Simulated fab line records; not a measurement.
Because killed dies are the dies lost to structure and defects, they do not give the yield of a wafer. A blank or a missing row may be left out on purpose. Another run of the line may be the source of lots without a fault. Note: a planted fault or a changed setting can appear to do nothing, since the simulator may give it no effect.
Split-lot trial + flow n5_finfet + route with 1938 steps; 7 lots, 39 wafers read

== THE SPLIT ==
At N5_FIN_SAQP_SPACER2_ALD_28 (deposits SiO2, target thk 8.1 nm, pulse time 1 s, purge time 2 s), the setting target_thk_a was moved away from the recipe's 81 angstrom on 12 of the 39 wafers read, by -4.1% to +10.0%. All remaining wafers had this setting at the recipe value.

== FROM THE SPLIT TO THE READING: what the file shows between them, 2 steps ==
- N5_FIN_SAQP_SPACER2_ETCHBACK_29: etches SiO2 in CHF3/O2, target depth 12.2 nm, time 6.1 s
- N5_FIN_SAQP_MANDREL2_REMOVE_60: chemistry HBr/Cl2/O2, target a-Si, stops on SiNx, bt time 10 s

== THE READING ==
cd_nm at N5_FIN_SAQP_CD_MEAS_31, given in nm (cd target 8 nm). A value of 8.09 nm with a standard deviation of 0.21 nm is what fault-free wafers of this fab line usually give.

| wafer  | tool, chamber at the split | target_thk_a as run, angstrom | against the recipe | cd_nm, nm | against lot-mates on the recipe |
|--------|----------------------------|-------------------------------|--------------------|-----------|---------------------------------|
| L075.1 | ald_sin-02, 0,2,1,3,1,0    | 81                            | recipe             | 8.17      | -                               |
| L075.2 | ald_sin-02, 0,2,1,3,1,0    | 81                            | recipe             | 8.08      | -                               |
| L075.3 | ald_sin-02, 0,2,1,3,1,0    | 81                            | recipe             | 7.80      | -                               |
| L075.4 | ald_sin-02, 0,2,1,3,1,0    | 81                            | recipe             | 7.71      | -                               |
| L075.5 | ald_sin-02, 0,2,1,3,1,0    | 81                            | recipe             | 7.96      | -                               |
| L075.6 | ald_sin-02, 0,2,1,3,1,0    | 81                            | recipe             | 8.04      | -                               |
| L082.1 | ald_sin-02, 2,1,3          | 81                            | recipe             | 8.25      | -                               |
| L082.2 | ald_sin-02, 3,0,0          | 88.81                         | +9.6%              | 9.07      | +1.02                           |
| L082.3 | ald_sin-02, 2,1,3          | 81                            | recipe             | 7.83      | -                               |
| L082.4 | ald_sin-02, 3,0,0          | 88.81                         | +9.6%              | 8.85      | +0.80                           |
| L082.5 | ald_sin-02, 2,1,3          | 81                            | recipe             | 8.06      | -                               |
| L082.6 | ald_sin-02, 3,0,0          | 88.81                         | +9.6%              | 8.95      | +0.90                           |
| L086.1 | ald_sin-03, 0,2            | 81                            | recipe             | 7.79      | -                               |
| L086.2 | ald_sin-03, 3,2,3          | 84.31                         | +4.1%              | 8.44      | +0.38                           |
| L086.3 | ald_sin-03, 1              | 81                            | recipe             | 8.05      | -                               |
| L086.4 | ald_sin-03, 3,2,3          | 84.31                         | +4.1%              | 8.41      | +0.35                           |
| L086.5 | ald_sin-03, 3,2,3          | 84.31                         | +4.1%              | 8.43      | +0.37                           |
| L086.6 | ald_sin-03, 0,2            | 81                            | recipe             | 8.35      | -                               |
| L087.3 | ald_sin-02, 1,0            | 81                            | recipe             | 8.29      | -                               |
| L087.4 | ald_sin-02, 1,0            | 81                            | recipe             | 8.31      | -                               |
| L087.6 | ald_sin-02, 0              | 81                            | recipe             | 8.17      | -                               |
| L091.1 | ald_sin-02, 0,1,2          | 77.64                         | -4.1%              | 7.71      | -0.30                           |
| L091.2 | ald_sin-02, 0,1,2          | 77.64                         | -4.1%              | 7.66      | -0.35                           |
| L091.3 | ald_sin-02, 0,1,2          | 77.64                         | -4.1%              | 7.80      | -0.21                           |
| L091.4 | ald_sin-02, 3,1,0          | 81                            | recipe             | 8.11      | -                               |
| L091.5 | ald_sin-02, 3,1,0          | 81                            | recipe             | 7.92      | -                               |
| L091.6 | ald_sin-02, 3,1,0          | 81                            | recipe             | 8.01      | -                               |
| L093.1 | ald_sin-03, 3,1,0,2,1      | 81                            | recipe             | 8.15      | -                               |
| L093.2 | ald_sin-03, 3,1,0,2,1      | 81                            | recipe             | 8.14      | -                               |
| L093.3 | ald_sin-03, 3,1,0,2,1      | 81                            | recipe             | 8.15      | -                               |
| L093.4 | ald_sin-03, 3,1,0,2,1      | 81                            | recipe             | 8.43      | -                               |
| L093.5 | ald_sin-03, 3,1,0,2,1      | 81                            | recipe             | 8.07      | -                               |
| L093.6 | ald_sin-03, 2              | 81                            | recipe             | 8.27      | -                               |
| L095.1 | ald_sin-03, 3,0            | 89.09                         | +10.0%             | 8.87      | +0.71                           |
| L095.2 | ald_sin-03, 3,0            | 89.09                         | +10.0%             | 9.05      | +0.89                           |
| L095.3 | ald_sin-03, 1              | 89.09                         | +10.0%             | 9.02      | +0.86                           |
| L095.4 | ald_sin-03, 2,3,0          | 81                            | recipe             | 8.09      | -                               |
| L095.5 | ald_sin-03, 2,3,0          | 81                            | recipe             | 8.06      | -                               |
| L095.6 | ald_sin-03, 2,3,0          | 81                            | recipe             | 8.33      | -                               |
Rows listing several chambers each stand for several wafers; the file does not say which wafer went through which chamber.

THE FIT
A straight line over all 39 wafers: cd_nm changes by +0.0886 nm for each +1% of target_thk_a; r = +0.91; the points scatter about the line by 0.16 nm.
The same after taking each lot's own level away (the mean of its wafers on the recipe; 39 wafers): +0.0859 nm for each +1%; r = +0.93; scatter 0.13 nm.
On that fit, the largest move of target_thk_a shifts the reading by 0.86 nm.
The lots' own levels span 7.960 to 8.257 nm, that is 1.4 times the standard deviation above.
So the lot-to-lot level changes the slope little: the two slopes agree.
Check: for one of the wafers moved furthest among these (+10.0%), held out of the fit, the line's prediction against its lot-mates is +0.895 nm. Against them it came out at +0.71 nm.

== THE WHOLE CHAIN: every reading that the file lists as answering this split, in the file's order ==
| step                           | what it does                                                      | reading                                                                                 | change (the file's fit)                | r (the file's) |
|--------------------------------|-------------------------------------------------------------------|-----------------------------------------------------------------------------------------|----------------------------------------|----------------|
| N5_FIN_SAQP_SPACER2_ALD_28     | deposits SiO2, target thk 8.1 nm, pulse time 1 s, purge time 2 s  | SiO2_of_FIN_SAQP_SPACER2_ALD_28.thk_nm (the simulator's own value, which no gauge read) | +0.0819 nm for each +1% of the setting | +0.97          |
| N5_FIN_SAQP_MANDREL2_REMOVE_60 | chemistry HBr/Cl2/O2, target a-Si, stops on SiNx, bt time 10 s    | FIN_SAQP.cd_nm (the simulator's own value, which no gauge read)                         | +0.0814 nm for each +1% of the setting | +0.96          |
| N5_FIN_SAQP_CD_MEAS_31         | target cd 8 nm                                                    | cd_nm                                                                                   | +0.0866 nm for each +1% of the setting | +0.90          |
| N5_FIN_SAQP_HM_OPEN_33         | chemistry CH3F/O2, target SiNx, target depth 49.4 nm, time 70.6 s | FIN_SAQP.cd_nm (the simulator's own value, which no gauge read)                         | +0.0846 nm for each +1% of the setting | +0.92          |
| N5_FIN_SAQP_ETCH_64            | etches SiO2 in CF4, target depth 1.5 nm                           | FIN_SAQP.cd_nm (the simulator's own value, which no gauge read)                         | +0.0732 nm for each +1% of the setting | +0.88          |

== THE FILE'S OWN FIT ==
cd_nm changes by +0.0866 nm for each +1% of target_thk_a, r = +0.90.
